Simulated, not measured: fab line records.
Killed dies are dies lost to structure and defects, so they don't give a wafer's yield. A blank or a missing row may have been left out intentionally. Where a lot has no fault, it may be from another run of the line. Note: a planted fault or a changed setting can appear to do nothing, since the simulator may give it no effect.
Matching of chambers -- flow n5Finfet -- 3 sister chambers for N5_FIN_SAQP_PECVD_47 on pecvd-04
The step deposits a-Si from SiH4/He, target thk 45 nm, time 36.3 s. 18 wafers are shown with their chamber, then 9 later ones without.

== WAFERS WITH THEIR CHAMBER ==
wafer,chamber,showerheadPlenumPTorr (Torr),throttleValvePct (%),heaterPowerOuterW (W)
L077.3,1,5.73,18.9,561
L077.5,2,5.70,17.4,501
L077.6,0,5.60,18.1,422
L078.1,0,5.58,18.1,441
L078.2,1,5.72,19.2,564
L078.3,2,5.70,17.4,466
L079.2,1,5.71,19.0,583
L079.4,1,5.74,19.1,565
L079.6,2,5.69,17.7,475
L085.2,0,5.60,18.1,395
L085.3,1,5.72,18.6,568
L085.6,1,5.73,18.9,571
L086.2,2,5.69,17.4,409
L086.3,0,5.59,18.1,451
L086.4,2,5.70,17.7,418
L089.2,0,5.60,18.5,472
L089.4,0,5.59,18.2,468
L089.5,2,5.70,17.9,458

SIGNATURES, as means of the wafers listed above
reading,chamber 0,chamber 1,chamber 2,scatter within a chamber
showerheadPlenumPTorr,5.5933,5.7250,5.6967,0.00823
throttleValvePct,18.183,18.950,17.583,0.195
heaterPowerOuterW,441.50,568.67,454.50,26.7
Rule: a wafer lies at a distance from a chamber equal to the root of the sum of squares, over the readings, of (its reading less the chamber's mean, divided by the reading's scatter). The wafer belongs to the nearest chamber; if the next one is less than 2 further off, it can't be placed. How the scatter is found: for the shown wafers, subtract from each reading the mean of its chamber, square and add these, divide the total by (wafers less chambers), then take the root.

== WAFERS WITHOUT THEIR CHAMBER ==
wafer,showerheadPlenumPTorr (Torr),throttleValvePct (%),heaterPowerOuterW (W)
L093.1,5.72,19.0,572
L093.2,5.60,18.4,466
L093.4,5.72,18.8,566
L095.1,5.68,17.7,491
L095.4,5.73,18.8,506
L095.5,5.70,17.9,516
L096.3,5.72,18.8,510
L096.5,5.60,18.6,481
L096.6,5.74,18.9,497

== THE CHAMBER EACH PASSED THROUGH ==
wafer,from the rows above,in truth
L093.1,1,1
L093.2,0,0
L093.4,1,1
L095.1,2,2
L095.4,1,1
L095.5,2,2
L096.3,1,1
L096.5,0,0
L096.6,1,1
Correct placement for 9 of the 9. From these rows, 0 cannot be placed. Number placed wrongly: 0.
